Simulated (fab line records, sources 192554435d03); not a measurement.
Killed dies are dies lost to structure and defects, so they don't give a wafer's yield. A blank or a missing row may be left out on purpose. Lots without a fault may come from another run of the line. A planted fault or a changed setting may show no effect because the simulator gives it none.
Split-lot experiment | flow n5_finfet | 7 lots, 21 wafers read, on a route of 1938 steps

THE SPLIT
At N5_BEOL_M11_TRENCH_ETCH_37 (etches SiCOH lowk in C4F6/O2, target depth 148.83 nm, time 48 s), the setting time_s was moved away from the recipe's 48 s on 11 of the 21 wafers read, by -16.2% to +18.5%. The other wafers ran this setting at the recipe's value.

FROM THE SPLIT TO THE READING: what the file shows between them, 11 steps
- N5_BEOL_M11_ETCH_41: etches SiCN in CH3F/O2, target depth 42.6 nm, time 86 s (also split here: time_s)
- N5_BEOL_M11_STRIP_77: strips in N2/H2, time 10 s
- N5_BEOL_M11_OCD_MEAS_38
- N5_BEOL_M11_HM_STRIP_39: strips TiN in peroxide tin strip, target depth 25 nm, time 158 s
- N5_BEOL_M11_SRD_40: time 30 s
- N5_BEOL_M11_ECD_50: material Cu, target thk 318 nm
- N5_BEOL_M11_ANNEAL_51: time 90 s
- N5_BEOL_M11_CMP_52: polishes, stops on SiCOH lowk, t overpolish 7 s, target thk 140 nm
- N5_BEOL_M11_THK_MEAS_53: measures by xrf
- N5_BEOL_M11_PRE_CLEAN_55: time 15 s
- N5_BEOL_M11_DEP_56: deposits SiCN from 3MS/NH3, target thk 30 nm, time 10.5 s

THE READING
M11_RS, in ohm/sq, at N5_BEOL_M11_RS_MEAS_57 (measures by four-point-probe). Fault-free wafers of this fab line usually give 0.151 ohm/sq, standard deviation 0.0031 ohm/sq.

wafer  | tool, chamber at the split | time_s as run, s | against the recipe | M11_RS, ohm/sq | against lot-mates on the recipe
L075.1 | rie_diel-04, 1             | 48               | recipe             | 0.150          | -
L075.4 | rie_diel-04, 2             | 48               | recipe             | 0.155          | -
L075.5 | rie_diel-04, 3             | 40.74            | -15.1%             | 0.184          | +0.032
L083.2 | rie_diel-04, 0             | 48               | recipe             | 0.158          | -
L083.4 | rie_diel-04, 3             | 48               | recipe             | 0.150          | -
L083.6 | rie_diel-04, 0             | 56.87            | +18.5%             | 0.128          | -0.026
L082.1 | rie_diel-04, 1             | 53.44            | +11.3%             | 0.130          | -0.017
L082.4 | rie_diel-04, 2             | 53.44            | +11.3%             | 0.129          | -0.018
L082.5 | rie_diel-04, 1             | 48               | recipe             | 0.147          | -
L090.1 | rie_diel-05, 0             | 42.12            | -12.3%             | 0.172          | no lot-mate on the recipe
L090.3 | rie_diel-05, 3             | 42.12            | -12.3%             | 0.177          | no lot-mate on the recipe
L090.6 | rie_diel-05, 0             | 42.12            | -12.3%             | 0.171          | no lot-mate on the recipe
L094.1 | rie_diel-05, 1             | 48               | recipe             | 0.154          | -
L094.2 | rie_diel-05, 3             | 48               | recipe             | 0.153          | -
L094.6 | rie_diel-05, 3             | 48               | recipe             | 0.153          | -
L096.2 | rie_diel-04, 1             | 48               | recipe             | 0.150          | -
L096.4 | rie_diel-04, 0             | 40.34            | -16.0%             | 0.191          | +0.041
L096.6 | rie_diel-04, 3             | 40.34            | -16.0%             | 0.191          | +0.041
L092.1 | rie_diel-04, 2             | 48               | recipe             | 0.145          | -
L092.2 | rie_diel-04, 1             | 40.2             | -16.2%             | 0.179          | +0.034
L092.4 | rie_diel-04, 3             | 40.2             | -16.2%             | 0.186          | +0.041

THE FIT
A straight line over all 21 wafers: M11_RS changes by -0.0019 ohm/sq for each +1% of time_s; r = -0.97; the points scatter about the line by 0.0049 ohm/sq.
The same after taking each lot's own level away (the mean of its wafers on the recipe; 18 wafers): -0.00202 ohm/sq for each +1%; r = -0.98; scatter 0.0044 ohm/sq.
On that fit, the largest move of time_s shifts the reading by 0.037 ohm/sq.
The lots' own levels span 0.1450 to 0.1540 ohm/sq, that is 2.9 times the standard deviation above.
So the lot-to-lot level changes the slope little: the two slopes agree.
Check: with one of the wafers moved furthest among these (+18.5%) left out of the fit, the line predicts -0.0382 ohm/sq for it against its lot-mates. It came out at -0.026 ohm/sq against them.

OTHER SPLITS ON THESE WAFERS
These wafers also went through other splits before the reading. Each is held against what the fit with the lots' levels taken away leaves over:
other split on the same wafers | wafers away from the commonest value | r with M11_RS (lot level and that fit taken away)
N5_BEOL_M8_ETCH_66 bias_w      | 9                                    | +0.04
N5_BEOL_M9_COAT_22 spin_rpm    | 3                                    | -0.11
N5_BEOL_M10_VIA_ETCH_34 time_s | 9                                    | -0.01
N5_BEOL_M11_ETCH_41 time_s     | 10                                   | -0.28

THE WHOLE CHAIN: every reading that the file lists as answering this split, in the file's order
step                       | what it does                                                       | reading                                                                           | change (the file's fit)                | r (the file's)
N5_BEOL_M11_TRENCH_ETCH_37 | etches SiCOH lowk in C4F6/O2, target depth 148.83 nm, time 48 s    | BEOL_M11.feature_depth_nm (the simulator's own value, which no gauge read)        | +1.51 nm for each +1% of the setting   | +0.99
N5_BEOL_M11_TRENCH_ETCH_37 | etches SiCOH lowk in C4F6/O2, target depth 148.83 nm, time 48 s    | etch.depth_nm (the simulator's own value, which no gauge read)                    | +1.51 nm for each +1% of the setting   | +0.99
N5_BEOL_M11_TRENCH_ETCH_37 | etches SiCOH lowk in C4F6/O2, target depth 148.83 nm, time 48 s    | TiN_of_BEOL_M11_HM_DEP_02.thk_nm (the simulator's own value, which no gauge read) | -0.0349 nm for each +1% of the setting | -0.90
N5_BEOL_M11_OCD_MEAS_38    |                                                                    | trench_depth_nm                                                                   | +1.5 nm for each +1% of the setting    | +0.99
N5_BEOL_M11_CMP_52         | polishes, stops on SiCOH lowk, t overpolish 7 s, target thk 140 nm | Cu_of_BEOL_M11_ECD_50.thk_nm (the simulator's own value, which no gauge read)     | +1.51 nm for each +1% of the setting   | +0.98
N5_BEOL_M11_THK_MEAS_53    | measures by xrf                                                    | M11_THK                                                                           | +1.5 for each +1% of the setting       | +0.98
N5_BEOL_M11_RS_MEAS_57     | measures by four-point-probe                                       | M11_RS                                                                            | -0.00196 for each +1% of the setting   | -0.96

THE FILE'S OWN FIT
M11_RS changes by -0.00196 ohm/sq for each +1% of time_s, r = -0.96.
